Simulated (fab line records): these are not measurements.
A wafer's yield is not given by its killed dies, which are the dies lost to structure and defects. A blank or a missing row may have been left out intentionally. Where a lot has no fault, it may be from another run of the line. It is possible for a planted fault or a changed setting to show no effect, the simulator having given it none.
Comparing a struck lot with a sound one -- flow nand harc -- 15 steps out of a route of 1159
Sound: the wafers L885.1, L885.5, L885.6. Struck: wafers L901.2, L901.5, L901.6. Last of all comes the cause.
Order at every step that has rows: each side's tool, ch and its chambers, its first start. Under that, the readings that differ: sound wafers -- struck wafers -- difference of the means -- sigmas: that difference in standard deviations of wafers without a fault.
alike: a reading whose means differ by less than 2 such deviations, as well as words and numbers matching on both sides. not compared: withheld readings; readings where some wafer has no value; bounds like >300 that might hide an equal value; numbers whose values overlap and for which the record gives no deviation.
Wherever a step has rows on one side only, a row that says differs or no value, or a row with sigmas, the two part there. When numbers do not overlap yet have no deviation, they are printed without sigmas and do not part them. A reading missing from all wafers of one side parts the sides only when that side holds two or more wafers.

first, 7 steps without rows for these wafers: NHARC_A_BONDPAD_COAT_33 (time 65 s); NHARC_A_BONDPAD_COAT_03 (resist thk 600 nm); NHARC_A_BONDPAD_SOFTBAKE_04 (time 70 s); NHARC_A_BONDPAD_EBR_05; NHARC_A_BONDPAD_EXPOSE_06 (exposes mask A BPAD); NHARC_A_BONDPAD_PEB_07 (peb time 80 s); NHARC_A_BONDPAD_DEVELOP_08 (time 50 s).
NHARC_A_BONDPAD_CD_MEAS_09 targets a cd of 500 nm.
  sound on cd sem-03 ch 0, day 20 05:17; struck on cd sem-02 ch 0, day 24 01:37
  alike: cd nm
NHARC_A_BONDPAD_OVL_MEAS_35:
  sound on overlay-01, day 20 05:23; struck on overlay-01, day 24 01:42
  alike: overlay x nm, overlay y nm
then, 1 step without rows for these wafers: NHARC_A_BONDPAD_HARDBAKE_10 (time 65 s).
NHARC_A_BONDPAD_DESCUM_11: chemistry O2, time 3 s.
  sound on rie diel-10 ch 2,3, day 20 05:30; struck on rie diel-10 ch 0,3, day 24 01:50
  alike: chamber pressure mTorr, drypump motor current A, oes product au, rf vpp V, showerhead plenum p Torr, throttle valve pct
  not compared: rf hours counter h
NHARC_A_BONDPAD_ETCH_34: etches the open film in N2/H2, target depth 60 nm, overetch 18 nm, time 65.91 s.
  sound on rie diel-10 ch 0,1, day 20 05:35; struck on rie diel-10 ch 0,2,3, day 24 01:56
  alike: bias w, chamber pressure mTorr, drypump motor current A, oes product au, rf fwd power W, rf vpp V, showerhead plenum p Torr, throttle valve pct
  not compared: rf hours counter h
NHARC_A_BONDPAD_ETCH_12: etches the open film in CHF3/O2, target depth 220 nm, time 110 s.
  sound on rie diel-10 ch 2,3, day 20 05:41; struck on rie diel-10 ch 0,1, day 24 02:01
reading,sound,struck,difference,sigmas
oes product au (a.u.),0.933 0.925 0.934,1.242 1.248 1.228,+0.309,+13
rf fwd power W (W),496.2 497.0 497.8,695.5 695.2 693.4,+197.7,+99 or more
  alike: bias w, chamber pressure mTorr, drypump motor current A, rf vpp V, showerhead plenum p Torr, throttle valve pct
  not compared: rf hours counter h
NHARC_A_BONDPAD_CD_MEAS_13:
  sound on cd sem-03, day 20 05:49; struck on cd sem-03, day 24 02:08
  alike: cd nm
following that, these wafers have no rows for 1 step: NHARC_END_SORT_01.

WHERE THEY PART
NHARC_A_BONDPAD_ETCH_12 only, going by this record. Later steps at which nothing parts them and some readings are alike: NHARC_A_BONDPAD_CD_MEAS_13.

WHY: what the simulator had put in
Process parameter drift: rie diel-10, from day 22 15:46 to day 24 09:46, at NHARC_A_BONDPAD_ETCH_12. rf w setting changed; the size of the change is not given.
